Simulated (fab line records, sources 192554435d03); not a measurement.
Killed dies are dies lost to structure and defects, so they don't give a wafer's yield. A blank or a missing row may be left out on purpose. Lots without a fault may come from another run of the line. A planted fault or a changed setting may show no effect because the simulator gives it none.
Chamber matching | flow n5_finfet | N5_HKMG_FIN_ALD_71 on ald_metal-04: 4 sister chambers
The step deposits TiN, target thk 1 nm, pulse time 1 s, purge time 3 s. 15 wafers are shown with their chamber, then 7 later ones without.

WAFERS WITH THEIR CHAMBER
wafer  | chamber | heater_power_w (W) | precursor_pulse_height_rel
L538.2 | 1       | 942                | 1.003
L538.5 | 2       | 899                | 1.011
L538.6 | 1       | 950                | 0.999
L539.1 | 3       | 942                | 1.001
L539.6 | 0       | 842                | 0.995
L541.1 | 1       | 954                | 1.020
L541.3 | 2       | 878                | 0.994
L542.3 | 1       | 962                | 0.998
L542.4 | 0       | 859                | 0.982
L542.5 | 0       | 837                | 1.005
L544.1 | 3       | 952                | 1.039
L544.5 | 0       | 832                | 0.989
L544.6 | 1       | 950                | 1.022
L546.1 | 1       | 941                | 0.973
L546.2 | 0       | 801                | 0.992

SIGNATURES (means of the wafers above)
reading                    | chamber 0 | chamber 1 | chamber 2 | chamber 3 | scatter within a chamber
heater_power_w             | 834.20    | 949.83    | 888.50    | 947.00    | 14.7
precursor_pulse_height_rel | 0.99260   | 1.00250   | 1.00250   | 1.02000   | 0.0158
Rule: a wafer's distance from a chamber is the root of the sum, over the readings, of the square of ((its reading less the chamber's mean) divided by the reading's scatter). The wafer belongs to the nearest chamber; if the next one is less than 2 further off, it can't be placed. The scatter: the root of (the sum of the squares of (reading less its chamber's mean) over the shown wafers, divided by (wafers less chambers)).

WAFERS WITHOUT THEIR CHAMBER
wafer  | heater_power_w (W) | precursor_pulse_height_rel
L546.3 | 968                | 1.023
L557.1 | 880                | 0.989
L557.2 | 958                | 1.040
L557.5 | 869                | 1.004
L559.1 | 842                | 0.960
L559.3 | 952                | 1.026
L559.5 | 884                | 0.965

WHICH CHAMBER EACH WENT THROUGH
wafer  | from the rows above     | in truth
L546.3 | can't be placed: 3 or 1 | 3
L557.1 | 2                       | 2
L557.2 | can't be placed: 3 or 1 | 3
L557.5 | can't be placed: 2 or 0 | 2
L559.1 | 0                       | 0
L559.3 | can't be placed: 3 or 1 | 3
L559.5 | can't be placed: 2 or 0 | 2
Placed correctly: 2 of 7. Can't be placed from these rows: 5 (the true chamber is among the candidates in 5). Placed wrongly: 0.
